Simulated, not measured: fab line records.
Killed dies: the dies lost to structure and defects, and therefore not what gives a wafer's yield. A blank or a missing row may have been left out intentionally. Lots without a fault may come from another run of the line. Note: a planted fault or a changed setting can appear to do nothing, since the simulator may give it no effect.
Matching of chambers ; flow n5 finfet ; pecvd-04 running N5_BEOL_M15_DEP_53: 3 sister chambers
The step deposits SiCN from 3MS/NH3, target thk 50 nm, time 17.8 s. 3 wafers are shown with their chamber, then 7 later ones without.

## WAFERS, EACH WITH ITS CHAMBER
wafer;chamber;throttle valve pct (%)
L936.4;2;18.2
L935.1;0;16.9
L935.5;1;18.3

## WAFERS WITHOUT THEIR CHAMBER
wafer;throttle valve pct (%)
L935.6;18.4
L945.3;18.2
L945.4;16.9
L945.5;18.2
L943.2;17.3
L943.5;18.0
L943.6;18.3

## EACH ONE'S CHAMBER
wafer;from the rows above;in truth
L935.6;can't be placed: 1 or 2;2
L945.3;can't be placed: 2 or 1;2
L945.4;0;0
L945.5;can't be placed: 2 or 1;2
L943.2;0;0
L943.5;can't be placed: 2 or 1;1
L943.6;can't be placed: 1 or 2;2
Placed correctly: 2 of 7. Cannot be placed on the basis of these rows: 5; the candidates contain the true chamber in 5. Number placed wrongly: 0.
How it was worked out, from the rows above alone: a wafer's distance from a chamber is the root of the sum, over the readings, of the square of ((its reading less the chamber's mean) divided by the reading's scatter). The wafer belongs to the nearest chamber; if the next one is less than 2 further off, it can't be placed. The mean given for a chamber averages the wafers shown for that chamber. The scatter: with one shown wafer a chamber, the root of the mean of the squares of how far each hidden wafer lies from its nearest shown one.
